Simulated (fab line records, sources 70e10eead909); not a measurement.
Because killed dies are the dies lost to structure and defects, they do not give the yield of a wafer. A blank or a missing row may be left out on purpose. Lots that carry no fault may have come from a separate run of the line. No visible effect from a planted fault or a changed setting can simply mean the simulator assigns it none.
fab line records	flow nandHarc
record lots=12	wafers=36	lastDay=32
route steps=1302 shown A_CONTACT@1084 END@1302
lots with no fault: from the same line, run without faults
startH: start of the lot's first displayed wafer, in hours after the record's first day	waitH: how many hours have passed since the lot's step before this one	" repeats the value in the row above	L1.1+2: a row that stands for several wafers	- no value, or no start was given	* or withheld: withheld	< > ~ a bound
route shown NAME@n: names a module that has steps shown in the file, with the first one's number in the route	usual: mean and standard deviation over wafers with no fault	same: alike in all rows	chamber/n: place in a boat	sites: per-site readings	_std_site: standard deviation of those values	_edge_site: mean of outer sites minus mean of inner sites	radiusMm: how far each site lies from the wafer's centre	mask NAME#n: copy n	behind: the last tool/chamber to shape the wafer	hold: why the lot went on hold/how many hours it stayed there/how the hold came to an end	device: which transistor (n, p or np) failed to switch	end of line: tests run on the same wafers once the route is complete	a step with no rows: only its recipe	killed: not the wafer's yield, but the dies lost to structure and defects at the first sort	map: a wafer's dies, x killed, . not, _ none there
set.NAME: the setting as run; set.NAME@STEP: as run at that earlier step	model.NAME: the simulator's own value behind a step, which no gauge read
a sample of lots followed through the steps of the route, with each step as a table and each wafer as a row
services: when a tool's chamber went out of use (startH, in hours from the record's first day, below 0 if earlier), for how many hours, and the reason
## steps
# step NHARC_A_CONTACT_ETCH_30
# recipe targetDepthA=726	timeS=36.3	cf4FlowSccm=100	chf3FlowSccm=30	arFlowSccm=0	rfW=500	biasW=200	chemistry=CF4/CHF3
# usual drypumpMotorCurrentA=5.6/0.33	oesProductAu=0.939/0.021	rfFwdPowerW=492.7/1.7	rfVppV=370.7/2.2	showerheadPlenumPTorr=1.57/0.062	throttleValvePct=16.804/0.0093
lot.wafer	tool	chamber	startH	waitH	drypumpMotorCurrentA	oesProductAu	rfFwdPowerW	rfHoursCounterH	rfVppV	showerheadPlenumPTorr	throttleValvePct
L767.1	rieDiel-01	1	-	-	6.0	0.965	493.6	34	371.2	1.58	16.798
L767.5	"	1	"	"	6.0	0.963	492.1	-	370.4	1.58	16.814
L767.6	"	2	"	"	5.5	0.958	492.4	-	371.3	1.55	16.806
L768.4	rieDiel-01	1	-	-	6.0	0.921	492.6	39	372.3	1.58	16.818
L768.2	"	2	"	"	5.5	0.925	493.3	52	369.5	1.55	16.797
L768.5	"	0	"	"	5.4	0.912	490.3	-	373.4	1.67	16.811
L770.4	rieDiel-06	3	-	-	5.2	0.924	493.3	12	369.5	1.56	16.802
L770.3	"	1	"	"	5.6	0.931	489.5	15	375.1	1.70	16.795
L770.5	"	0	"	"	5.3	0.927	495.9	-	367.3	1.51	16.816
L771.1	rieDiel-04	0	-	-	5.1	0.946	490.9	2	369.7	1.52	16.783
L771.3	"	1	"	"	5.6	0.954	494.1	2	366.7	1.51	16.810
L771.4	"	0	"	"	5.1	0.952	491.0	-	368.3	1.52	16.804
L772.1	rieDiel-04	3	566.53	0.5	5.8	0.933	493.8	5	369.6	1.54	16.802
L772.2	"	0	"	"	5.1	0.913	494.7	4	371.1	1.52	16.811
L772.3	"	3	"	"	5.8	0.928	491.1	-	369.2	1.54	16.807
L780.3	rieDiel-01	0	-	-	5.4	0.960	489.7	21	373.9	1.66	16.809
L780.6	"	3	"	"	6.1	0.953	496.2	-	372.3	1.65	16.804
L780.5	"	0	"	"	5.4	0.954	490.5	-	374.8	1.66	16.814
L781.1	rieDiel-01	1	-	-	6.0	0.911	495.8	32	370.1	1.57	16.809
L781.3	"	3	"	"	6.1	0.913	491.0	28	375.1	1.65	16.805
L781.6	"	1	"	"	6.0	0.913	493.8	-	370.7	1.57	16.803
L782.4	rieDiel-04	2	-	-	5.7	0.915	491.0	16	374.3	1.64	16.807
L782.1	"	0	"	"	5.0	0.929	493.4	21	370.4	1.52	16.812
L782.5	"	1	"	"	5.6	0.922	493.7	-	369.0	1.51	16.817
L783.3	rieDiel-01	0	-	-	5.4	0.974	492.6	34	373.6	1.66	16.819
L783.2	"	2	"	"	5.5	0.939	493.7	34	370.4	1.54	16.812
L783.6	"	0	"	"	5.3	0.961	492.9	-	373.9	1.66	16.818
L785.2	rieDiel-04	2	-	-	5.7	0.914	491.6	21	372.7	1.64	16.799
L785.1	"	0	"	"	5.0	0.928	489.5	27	368.3	1.52	16.790
L785.5	"	3	"	"	5.8	0.917	495.0	-	369.8	1.54	16.803
L786.1	rieDiel-01	2	-	-	5.5	0.940	497.0	46	369.5	1.53	16.823
L786.6	"	3	"	"	6.1	0.950	496.0	-	373.3	1.65	16.789
L786.5	"	0	"	"	5.4	0.944	490.5	-	373.0	1.66	16.805
L787.2	rieDiel-06	1	-	-	5.6	0.961	489.4	13	374.1	1.68	16.792
L787.1	"	3	"	"	5.3	0.961	492.5	11	368.7	1.55	16.809
L787.5	"	1	"	"	5.6	0.949	492.0	-	373.6	1.68	16.803
# step NHARC_A_CONTACT_ETCH_137
# recipe sourceW=withheld	pressureMtorr=20	biasV=1200	timeS=311	targetDepthA=19120	arFlowSccm=withheld	c4f8FlowSccm=withheld	o2FlowSccm=withheld	chemistry=C4F8/O2/Ar
lot.wafer	tool	chamber	startH	waitH	rfHoursCounterH
L767.1	harCapEtch-03	0	522.18	0.2	45
L767.6	"	1	"	"	-
L767.5	"	0	"	"	-
L768.2	harCapEtch-01	1	533.95	0.2	6
L768.4	"	1	"	"	-
L768.5	"	1	"	"	-
L770.3	harCapEtch-03	0	536.03	0.2	-
L770.4	"	1	"	"	-
L770.5	"	0	"	"	-
L771.1	harCapEtch-02	1	545.11	0.2	97
L771.3	"	0	"	"	-
L771.4	"	1	"	"	-
L772.1	harCapEtch-01	0	568.57	0.4	11
L772.2	"	1	"	"	11
L772.3	"	0	"	"	-
L780.3	harCapEtch-01	1	631.69	0.2	-
L780.5	"	1	"	"	-
L780.6	"	0	"	"	-
L781.1	harCapEtch-03	1	654.35	0.2	70
L781.3	"	1	"	"	-
L781.6	"	1	"	"	-
L782.1	harCapEtch-01	0	658.73	0.2	28
L782.4	"	0	"	"	-
L782.5	"	1	"	"	-
L783.2	harCapEtch-03	0	665.10	0.2	72
L783.3	"	1	"	"	-
L783.6	"	1	"	"	-
L785.2	harCapEtch-02	1	693.39	0.2	124
L785.1	"	0	"	"	124
L785.5	"	1	"	"	-
L786.1	harCapEtch-01	0	701.02	0.2	35
L786.6	"	1	"	"	-
L786.5	"	0	"	"	-
L787.1	harCapEtch-03	1	707.97	0.2	79
L787.2	"	0	"	"	79
L787.5	"	1	"	"	-
# step NHARC_A_CONTACT_ETCH_139
# recipe sourceW=withheld	pressureMtorr=20	biasV=400	timeS=195	targetDepthA=8400	arFlowSccm=withheld	c4f8FlowSccm=11.5	o2FlowSccm=7.2	chemistry=C4F8/O2/Ar
lot.wafer	tool	chamber	startH	waitH	rfHoursCounterH
L767.1	harCapEtch-03	0	522.72	0.2	45
L767.6	"	1	"	"	-
L767.5	"	0	"	"	-
L768.2	harCapEtch-01	1	534.49	0.2	7
L768.4	"	1	"	"	-
L768.5	"	1	"	"	-
L770.3	harCapEtch-03	0	536.58	0.2	-
L770.4	"	1	"	"	-
L770.5	"	0	"	"	-
L771.1	harCapEtch-02	1	545.65	0.2	97
L771.3	"	0	"	"	-
L771.4	"	1	"	"	-
L772.1	harCapEtch-01	0	569.54	0.4	12
L772.2	"	1	"	"	12
L772.3	"	0	"	"	-
L780.3	harCapEtch-01	1	632.24	0.2	-
L780.5	"	1	"	"	-
L780.6	"	0	"	"	-
L781.1	harCapEtch-03	1	654.90	0.2	71
L781.3	"	1	"	"	-
L781.6	"	1	"	"	-
L782.1	harCapEtch-01	0	659.28	0.2	29
L782.4	"	0	"	"	-
L782.5	"	1	"	"	-
L783.2	harCapEtch-03	0	665.65	0.2	72
L783.3	"	1	"	"	-
L783.6	"	1	"	"	-
L785.2	harCapEtch-02	1	693.93	0.2	125
L785.1	"	0	"	"	125
L785.5	"	1	"	"	-
L786.1	harCapEtch-01	0	701.56	0.2	36
L786.6	"	1	"	"	-
L786.5	"	0	"	"	-
L787.1	harCapEtch-03	1	708.52	0.2	79
L787.2	"	0	"	"	79
L787.5	"	1	"	"	-
# step NHARC_A_CONTACT_CMP_20
# recipe tOverpolishS=30	targetThkNm=300
# usual edgeZonePressureFrac=1.000/0.005	motorCurrentA=12.1/1.4	overpolishRunS=30.000/0.0089	timeToEndpointS=59/3.8
lot.wafer	tool	chamber	startH	waitH	edgeZonePressureFrac	motorCurrentA	overpolishRunS	timeToEndpointS
L767.1	cmp-03	1	525.49	0.8	1.004	11.6	30.006	56
L767.5	"	0	"	"	1.000	14.2	30.003	60
L767.6	"	1	"	"	1.010	11.0	30.005	57
L768.2	cmp-01	2	537.92	0.8	1.001	12.1	30.017	58
L768.4	"	3	"	"	1.006	11.1	29.998	63
L768.5	"	2	"	"	0.999	12.8	30.008	58
L770.3	cmp-04	2	539.79	0.5	-	-	-	-
L770.4	"	1	"	"	-	-	-	-
L770.5	"	3	"	"	-	-	-	-
L771.1	cmp-03	1	548.65	0.6	-	-	-	-
L771.3	"	2	"	"	-	-	-	-
L771.4	"	0	"	"	-	-	-	-
L772.1	cmp-04	1	572.60	0.8	-	-	-	-
L772.2	"	3	"	"	-	-	-	-
L772.3	"	0	"	"	-	-	-	-
L780.3	cmp-03	1	635.08	0.4	0.994	11.7	30.008	54
L780.6	"	3	"	"	0.998	10.7	29.995	63
L780.5	"	0	"	"	1.004	14.7	29.990	59
L781.1	cmp-03	1	657.73	0.7	0.987	11.5	30.002	53
L781.3	"	2	"	"	1.001	11.4	30.007	60
L781.6	"	1	"	"	1.003	11.6	30.000	55
L782.1	cmp-03	2	662.20	0.7	0.997	11.1	29.988	60
L782.4	"	0	"	"	1.001	14.7	30.002	59
L782.5	"	1	"	"	1.002	11.6	29.999	56
L783.2	cmp-04	1	670.39	0.6	0.997	13.1	30.011	63
L783.3	"	2	"	"	0.992	14.8	29.998	59
L783.6	"	2	"	"	0.993	14.7	29.998	61
L785.1	cmp-03	2	696.76	0.8	1.005	11.3	30.003	59
L785.2	"	0	"	"	1.001	14.1	30.008	55
L785.5	"	3	"	"	1.002	10.3	29.988	62
L786.1	cmp-01	0	704.44	0.7	0.996	11.2	29.995	61
L786.6	"	2	"	"	0.993	12.7	29.993	56
L786.5	"	3	"	"	0.991	10.9	30.000	63
L787.2	cmp-03	1	711.38	0.8	1.003	11.7	30.003	56
L787.1	"	2	"	"	0.995	10.8	30.021	59
L787.5	"	1	"	"	1.002	10.9	29.987	53
# step NHARC_A_CONTACT_INSPECT_23
# usual rawDefectCount=529/140
lot.wafer	tool	chamber	startH	waitH	rawDefectCount
L767.1	defectInspect-01	-	525.87	0.1	409
L767.5	"	-	"	"	380
L767.6	"	-	"	"	330
L768.2	defectInspect-02	-	538.30	0.1	802
L768.4	"	-	"	"	410
L768.5	"	-	"	"	565
L770.3	defectInspect-02	-	540.19	0.1	2499
L770.4	"	-	"	"	2472
L770.5	"	-	"	"	2717
L771.1	defectInspect-02	-	549.05	0.1	2732
L771.3	"	-	"	"	2677
L771.4	"	-	"	"	2687
L772.1	defectInspect-02	-	573.00	0.1	2756
L772.2	"	-	"	"	2700
L772.3	"	-	"	"	2641
L780.3	defectInspect-02	-	635.43	0.1	393
L780.5	"	-	"	"	448
L780.6	"	-	"	"	583
L781.1	defectInspect-02	-	658.11	0.1	410
L781.3	"	-	"	"	485
L781.6	"	-	"	"	285
L782.1	defectInspect-01	-	662.58	0.1	427
L782.4	"	-	"	"	480
L782.5	"	-	"	"	418
L783.2	defectInspect-02	-	670.79	0.1	437
L783.3	"	-	"	"	406
L783.6	"	-	"	"	590
L785.1	defectInspect-02	-	697.17	0.1	686
L785.2	"	-	"	"	587
L785.5	"	-	"	"	499
L786.1	defectInspect-02	-	704.79	0.1	616
L786.5	"	-	"	"	536
L786.6	"	-	"	"	527
L787.1	defectInspect-02	-	711.78	0.1	316
L787.2	"	-	"	"	460
L787.5	"	-	"	"	480
# step NHARC_END_SORT_01
# recipe tempC=25
# usual killedAtArray=55/19	killedAtOther=0.8/1.1	killedAtPeriphery=4.0/2.6	killedDies=60/20	killedOpen=3.4/1.7	killedShort=2.6/1.5
# same grossDies=677
lot.wafer	tool	chamber	startH	waitH	killedAtArray	killedAtOther	killedAtPeriphery	killedDies	killedOpen	killedShort
L770.3	prober-01	0	583.45	3.1	673	0	4	677	1	1
L770.4	prober-01	0	584.25	3.4	673	1	3	677	4	2
L770.5	prober-01	0	585.05	3.7	673	2	2	677	4	4
L771.1	prober-01	0	592.00	2.5	671	0	6	677	3	0
L771.3	prober-01	0	593.58	3.1	673	0	4	677	4	2
L771.4	prober-01	0	594.37	3.4	672	1	4	677	3	1
L772.1	prober-02	0	618.20	2.5	673	0	4	677	3	5
L772.2	prober-02	0	618.99	2.8	670	0	7	677	9	4
L772.3	prober-02	0	619.79	3.1	675	0	2	677	1	1
# killed by level:class
L770.3 A_CONTACT:areaCmp=628 A_CHANNEL_HOLE_D1:chamberFilmFlake=24 A_CHANNEL_HOLE_D2:chamberFilmFlake=8 A_STAIRCASE:chamberFilmFlake=5 P_GATE:chamberFilmFlake=3 A_CHANNEL_FILL_D1:chamberFilmFlake=3 A_CONTACT:chamberFilmFlake=2 P_GATE:geometricParticle:short=1
L770.4 A_CONTACT:areaCmp=623 A_CHANNEL_HOLE_D1:chamberFilmFlake=31 A_CHANNEL_HOLE_D2:chamberFilmFlake=7 A_CONTACT:chamberFilmFlake=5 P_M0:geometricParticle:open=1 A_CHANNEL_FILL_D1:geometricParticle:short=1 A_CHANNEL_FILL_D1:geometricParticle:open=1 A_DECK1_JOINT:geometricParticle:short=1
L770.5 A_CONTACT:areaCmp=614 A_CHANNEL_HOLE_D1:chamberFilmFlake=39 A_CHANNEL_HOLE_D2:chamberFilmFlake=8 A_CHANNEL_FILL_D2:geometricParticle:short=2 A_STAIRCASE:chamberFilmFlake=2 A_CONTACT:chamberFilmFlake=2 THIN_TSV:chamberFilmFlake=2 P_CONTACT:geometricParticle:open=1
L771.1 A_CONTACT:areaCmp=604 A_CHANNEL_HOLE_D2:chamberFilmFlake=21 A_SLIT:chamberFilmFlake=20 A_CHANNEL_HOLE_D1:chamberFilmFlake=12 A_STAIRCASE:chamberFilmFlake=5 A_CONTACT:chamberFilmFlake=5 P_ZERO_WELL:chamberFilmFlake=2 P_GATE:chamberFilmFlake=2
L771.3 A_CONTACT:areaCmp=604 A_CHANNEL_HOLE_D2:chamberFilmFlake=22 A_SLIT:chamberFilmFlake=19 A_CHANNEL_HOLE_D1:chamberFilmFlake=13 A_STAIRCASE:chamberFilmFlake=6 P_CONTACT:chamberFilmFlake=2 A_DECK1_JOINT:chamberFilmFlake=2 A_CONTACT:chamberFilmFlake=2
L771.4 A_CONTACT:areaCmp=572 A_SLIT:chamberFilmFlake=32 A_CHANNEL_HOLE_D2:chamberFilmFlake=31 A_CHANNEL_HOLE_D1:chamberFilmFlake=26 A_STAIRCASE:chamberFilmFlake=6 A_CONTACT:chamberFilmFlake=3 P_CONTACT:geometricParticle:open=2 P_STI:geometricParticle:open=1
L772.1 A_CONTACT:areaCmp=575 A_SLIT:chamberFilmFlake=39 A_CHANNEL_HOLE_D1:chamberFilmFlake=33 A_CONTACT:chamberFilmFlake=12 P_ZERO_WELL:chamberFilmFlake=3 A_CHANNEL_HOLE_D2:chamberFilmFlake=3 A_CHANNEL_FILL_D1:geometricParticle:short=2 A_BLC:chamberFilmFlake=2
L772.2 A_CONTACT:areaCmp=595 A_CHANNEL_HOLE_D1:chamberFilmFlake=33 A_SLIT:chamberFilmFlake=17 A_CONTACT:chamberFilmFlake=6 A_CHANNEL_HOLE_D2:chamberFilmFlake=5 A_CHANNEL_FILL_D1:chamberFilmFlake=4 A_CHANNEL_FILL_D1:geometricParticle:open=3 P_CONTACT:geometricParticle:open=2
L772.3 A_CONTACT:areaCmp=612 A_CHANNEL_HOLE_D1:chamberFilmFlake=36 A_SLIT:chamberFilmFlake=17 A_CHANNEL_HOLE_D2:chamberFilmFlake=6 A_CONTACT:chamberFilmFlake=2 A_CHANNEL_FILL_D1:geometricParticle:open=1 A_SGD_CUT:geometricParticle:short=1 P_ZERO_WELL:chamberFilmFlake=1
## services
tool	chamber	startH	hours	kind
harCapEtch-01	-	497.00	17.0	pm
cmp-04	-	503.07	4.0	pm
cmp-03	-	507.11	2.2	repair
harCapEtch-03	-	508.19	0.8	repair
cmp-03	-	518.74	0.6	repair
cmp-01	-	521.00	1.2	repair
rieDiel-04	-	531.96	9.0	pm
cmp-03	-	537.66	10.0	repair
cmp-04	-	541.99	3.2	repair
rieDiel-04	2	553.89	3.6	repair
cmp-03	-	554.88	4.0	pm
rieDiel-04	2	557.75	13.7	repair
rieDiel-01	-	557.82	9.0	pm
cmp-03	-	560.85	0.6	repair
rieDiel-04	1	565.42	2.6	repair
rieDiel-04	1	591.59	3.2	repair
cmp-04	-	601.07	4.0	pm
rieDiel-01	0	636.26	1.2	repair
cmp-03	-	652.88	4.0	pm
rieDiel-01	3	664.64	4.5	repair
cmp-04	-	699.07	4.0	pm
cmp-04	-	707.04	1.8	repair
rieDiel-04	-	708.96	9.0	pm
harCapEtch-02	-	710.27	0.4	repair
## key
firstSign step=NHARC_A_CONTACT_CMP_20	reading=toolRecord	direction=missing
effect step=NHARC_A_CONTACT_INSPECT_23	reading=rawDefectCount	direction=up	sigmas=16	usual=529	struck=2653
effect step=NHARC_END_SORT_01	reading=killedAtArray	direction=up	sigmas=32	usual=55	struck=673
moreKillsBornAt NHARC_A_CONTACT_CMP_20@cmp-04=3646	NHARC_A_CONTACT_CMP_20@cmp-03=1780
metAt NHARC_A_CONTACT_CMP_20
struckLots L770,L771,L772
laterRowsLeftOut L770.3,L770.4,L770.5,L771.1,L771.3,L771.4,L772.1,L772.2,L772.3
testerLeftOut L770,L771,L772
notActingAt NHARC_A_CONTACT_ETCH_30,NHARC_A_CONTACT_ETCH_137,NHARC_A_CONTACT_ETCH_139
onsetBetween 525.49 539.79
fault kind=skippedStepWhole	tool=cmp-03,cmp-04	chamber=-	onsetH=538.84	steps=NHARC_A_CONTACT_CMP_20	scope=struckLotsOnly
# testerLeftOut: of these lots the tester's yield and bins aren't shown, on N5 and GAA mostly nor the transistor test; their killed dies are dies lost to structure and defects alone, not to doping, threshold or leakage, so they don't give the yield
# laterRowsLeftOut: the simulator's readings of these wafers behind a module that went badly wrong aren't trusted and aren't shown, but for the sort
